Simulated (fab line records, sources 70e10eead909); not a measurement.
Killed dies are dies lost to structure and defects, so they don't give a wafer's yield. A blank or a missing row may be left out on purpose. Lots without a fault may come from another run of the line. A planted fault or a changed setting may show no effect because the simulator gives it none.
Chamber matching | flow nand_harc | NHARC_A_STAIRCASE_DEP_280 on pecvd-03: 3 sister chambers
The step deposits SiON, target thk 30 nm. 3 wafers are shown with their chamber, then 12 later ones without.

WAFERS WITH THEIR CHAMBER
wafer  | chamber | heater_power_w (W)
L086.2 | 2       | 811
L086.3 | 1       | 638
L086.5 | 0       | 689

WAFERS WITHOUT THEIR CHAMBER
wafer  | heater_power_w (W)
L088.1 | 704
L088.4 | 675
L088.5 | 802
L091.2 | 733
L091.4 | 800
L091.5 | 611
L093.1 | 648
L093.2 | 820
L093.4 | 646
L094.2 | 702
L094.4 | 746
L094.5 | 691

WHICH CHAMBER EACH WENT THROUGH
wafer  | from the rows above     | in truth
L088.1 | 0                       | 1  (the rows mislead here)
L088.4 | can't be placed: 0 or 1 | 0
L088.5 | 2                       | 2
L091.2 | can't be placed: 0 or 2 | 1
L091.4 | 2                       | 2
L091.5 | 1                       | 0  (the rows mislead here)
L093.1 | can't be placed: 1 or 0 | 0
L093.2 | 2                       | 2
L093.4 | can't be placed: 1 or 0 | 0
L094.2 | 0                       | 0
L094.4 | can't be placed: 0 or 2 | 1
L094.5 | 0                       | 0
Placed correctly: 5 of 12. Can't be placed from these rows: 5 (the true chamber is among the candidates in 3). Placed wrongly: 2.
How it was worked out, from the rows above alone: a wafer's distance from a chamber is the root of the sum, over the readings, of the square of ((its reading less the chamber's mean) divided by the reading's scatter). The wafer belongs to the nearest chamber; if the next one is less than 2 further off, it can't be placed. A chamber's mean is the mean of its shown wafers. The scatter: with one shown wafer a chamber, the root of the mean of the squares of how far each hidden wafer lies from its nearest shown one.
